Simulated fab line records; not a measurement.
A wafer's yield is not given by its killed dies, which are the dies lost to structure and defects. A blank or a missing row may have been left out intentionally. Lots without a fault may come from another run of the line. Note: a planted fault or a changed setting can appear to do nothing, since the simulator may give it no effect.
The tool behind it: which one?	flow nandHarc	13 lots, 37 wafers sampled, at 5 steps of a route of 1302

== WHAT EACH GAUGE READ, for each wafer ==
NHARC_A_SLIT_CD_MEAS_21. Usual: cdNm reads 289.4 nm (standard deviation 0.77).
lot	measured	on	cdNm (nm)	flag
L343	day 20 12:05	cdSem-02	289.2 287.4 288.1	
L346	day 21 01:39	cdSem-01	290.8 289.7 289.2	
L345	day 21 05:27	cdSem-03	289.6 290.1 289.3	
L344	day 21 05:41	cdSem-02	289.5 290.1 289.3	
L348	day 22 10:00	cdSem-03	290.6 289.7 289.1	
L350	day 22 23:59	cdSem-02	289.0 288.6 288.3	
L351	day 24 01:14	cdSem-03	289.0 289.8 289.4	
L354	day 24 11:04	cdSem-02	289.6 289.6 289.7	
L355	day 24 12:22	cdSem-02	287.8 287.7 287.5	
L353	day 24 15:03	cdSem-02	289.1 288.8 288.8	
L352	day 24 21:44	cdSem-02	289.6 288.5 289.7	
L356	day 26 03:08	cdSem-01	289.8 289.7 289.7	
L361	day 28 04:59	cdSem-01	290.1	

NHARC_A_WL_FILL_INSPECT_15. Usual: rawDefectCount reads 480 (standard deviation 120).
lot	measured	on	rawDefectCount	flag
L343	day 21 12:50	defectInspect-02	519 401 446	
L346	day 22 02:47	defectInspect-02	483 391 610	
L345	day 22 06:16	defectInspect-02	275 355 344	
L344	day 22 06:16	defectInspect-01	327 377 530	
L348	day 23 12:58	defectInspect-01	546 519 666	
L350	day 24 01:50	defectInspect-01	427 399 435	
L351	day 25 01:31	defectInspect-02	551 644 560	
L354	day 25 11:38	defectInspect-02	505 406 417	
L355	day 25 11:40	defectInspect-01	1096 696 621	
L353	day 25 16:07	defectInspect-02	502 499 545	
L352	day 25 23:02	defectInspect-01	581 441 365	
L356	day 27 02:49	defectInspect-01	357 552 680	
L361	day 29 10:57	defectInspect-01	410	

NHARC_END_SORT_01. Usual: killedAtArray 58, standard deviation 18; killedAtOther 1.0, standard deviation 1.5; killedAtPeriphery 4, standard deviation 3.1; killedDies 64, standard deviation 18; killedOpen 3.4, standard deviation 1.9; killedShort 2.7, standard deviation 1.7.
lot	measured	on	killedAtArray	killedAtOther	killedAtPeriphery	killedDies	killedOpen	killedShort	flag
L350	day 27 13:49	prober-02	56 46 59	0 2 0	5 0 0	61 48 59	2 3 2	2 3 3	
L355	day 28 23:22	prober-02	56 63 55	1 2 0	4 2 4	61 67 59	5 5 2	4 2 3	
L356	day 30 16:30	prober-01	72 81 84	0 0 0	3 0 4	75 81 88	3 1 9	5 5 1	
L361	day 34 05:16	prober-01	25	1	2	28	4	2	

== TOOL THAT RAN EACH LOT (tool first, then ch and the chambers of the sampled wafers, then the start) ==
lot	NHARC_A_WL_FILL_ETCHBACK_04	NHARC_A_CONTACT_DEP_24
L343	rieMetal-03 ch 1, day 20 20:01	pecvd-02 ch 0,2, day 21 12:53
L346	rieMetal-01 ch 0,1, day 21 09:39	pecvd-03 ch 1,2, day 22 02:58
L345	rieMetal-02 ch 0, day 21 13:35	pecvd-02 ch 0,1,2, day 22 06:28
L344	rieMetal-01 ch 1, day 21 13:41	pecvd-04 ch 1,2, day 22 06:24
L348	rieMetal-01 ch 0, day 22 18:03	pecvd-04 ch 0,1,2, day 23 13:02
L350	rieMetal-03 ch 0,1, day 23 09:05	pecvd-04 ch 0,1, day 24 01:58
L351	rieMetal-02 ch 0,1, day 24 09:14	pecvd-02 ch 0,1,2, day 25 01:35
L354	rieMetal-01 ch 0,1, day 24 19:12	pecvd-02 ch 0,1,2, day 25 11:42
L355	rieMetal-03 ch 0,1, day 24 19:10	pecvd-04 ch 0,1,2, day 25 11:44
L353	rieMetal-02 ch 0, day 24 23:05	pecvd-03 ch 0,1, day 25 16:11
L352	rieMetal-02 ch 0,1, day 25 05:49	pecvd-04 ch 0,2, day 25 23:06
L356	rieMetal-03 ch 0,1, day 26 11:14	pecvd-04 ch 0,1,2, day 27 03:06
L361	rieMetal-02 ch 0, day 28 13:05	pecvd-02 ch 0, day 29 11:12
- NHARC_A_WL_FILL_ETCHBACK_04: etches the open film in NF3, target depth 60 nm, time 120 s.
- NHARC_A_CONTACT_DEP_24: deposits SiO2, target thk 500 nm.

== WHAT THE TOOLS THEMSELVES READ (means of the sampled wafers that have a number; where no wafer has one, the mark that the record gives instead) ==
NHARC_A_WL_FILL_ETCHBACK_04. Usual: drypumpMotorCurrentA 5.7 A, standard deviation 0.43; heBacksideLeakSccm 3.3 sccm, standard deviation 0.42; oesProductAu 0.999 a.u., standard deviation 0.0082.
lot	tool	drypumpMotorCurrentA (A)	heBacksideLeakSccm (sccm)	oesProductAu (a.u.)	flag
L343	rieMetal-03	5.6	3.1	1.010	
L346	rieMetal-01	5.6	3.5	1.005	
L345	rieMetal-02	5.4	3.2	0.996	
L344	rieMetal-01	5.8	4.0	1.012	
L348	rieMetal-01	5.5	3.3	1.010	
L350	rieMetal-03	5.6	3.0	0.991	
L351	rieMetal-02	6.2	3.2	0.992	
L354	rieMetal-01	5.6	3.5	1.011	
L355	rieMetal-03	5.6	3.2	0.997	
L353	rieMetal-02	5.4	3.3	1.009	
L352	rieMetal-02	5.8	3.1	0.998	
L356	rieMetal-03	5.6	3.0	0.995	
L361	rieMetal-02	5.4	3.2	1.006	

NHARC_A_CONTACT_DEP_24. Usual: heaterPowerW 543 W, standard deviation 100; mfcPrecursorSccm 161.4 sccm, standard deviation 0.43; rfFwdPowerW 898.9 W, standard deviation 2.6; showerheadVppV 1817 V, standard deviation 84; throttleValvePct 16.1 %, standard deviation 0.5.
lot	tool	heaterPowerW (W)	mfcPrecursorSccm (sccm)	rfFwdPowerW (W)	showerheadVppV (V)	throttleValvePct (%)	flag
L343	pecvd-02	441	161.3	899.4	1839	16.3	
L346	pecvd-03	543	161.5	898.7	1794	16.0	
L345	pecvd-02	464	161.2	895.9	1807	16.1	
L344	pecvd-04	680	161.1	898.5	1900	16.1	
L348	pecvd-04	647	161.5	901.1	1800	16.0	
L350	pecvd-04	612	161.1	899.4	1769	16.0	
L351	pecvd-02	433	161.2	900.3	1795	16.2	
L354	pecvd-02	401	161.2	898.3	1823	16.3	
L355	pecvd-04	682	161.7	898.6	1819	16.2	
L353	pecvd-03	591	161.1	898.7	1858	15.7	
L352	pecvd-04	664	161.4	900.7	1795	16.2	
L356	pecvd-04	619	161.6	900.9	1820	16.2	
L361	pecvd-02	569	161.5	543.3	1379	17.1	OFF

== THE ANSWER, worked out from the rows above alone ==
Rule: lot off if the mean of its wafers having a number is beyond 3 standard deviations from the usual mean. Also off: a lot with no number at a reading for which 4 or more lots have one. Any other lot the step has rows for is counted as sound. The gauges are gone through in route order, then the tools' own readings, and for those a lot's mean is taken as printed above. At the first step where some lot is off, the reading lying furthest off is the one used; lots without a number count as furthest.
Off: L361, at NHARC_A_CONTACT_DEP_24 (rfFwdPowerW).
A tool fits if, at that step or a process step before it, it ran every lot that is off, and no sound lot after the first of them. 2 tools fit, rieMetal-02 at NHARC_A_WL_FILL_ETCHBACK_04 and pecvd-02 at NHARC_A_CONTACT_DEP_24, so this cannot tell which one it is.

== WHAT HAD BEEN PUT IN BY THE SIMULATOR ==
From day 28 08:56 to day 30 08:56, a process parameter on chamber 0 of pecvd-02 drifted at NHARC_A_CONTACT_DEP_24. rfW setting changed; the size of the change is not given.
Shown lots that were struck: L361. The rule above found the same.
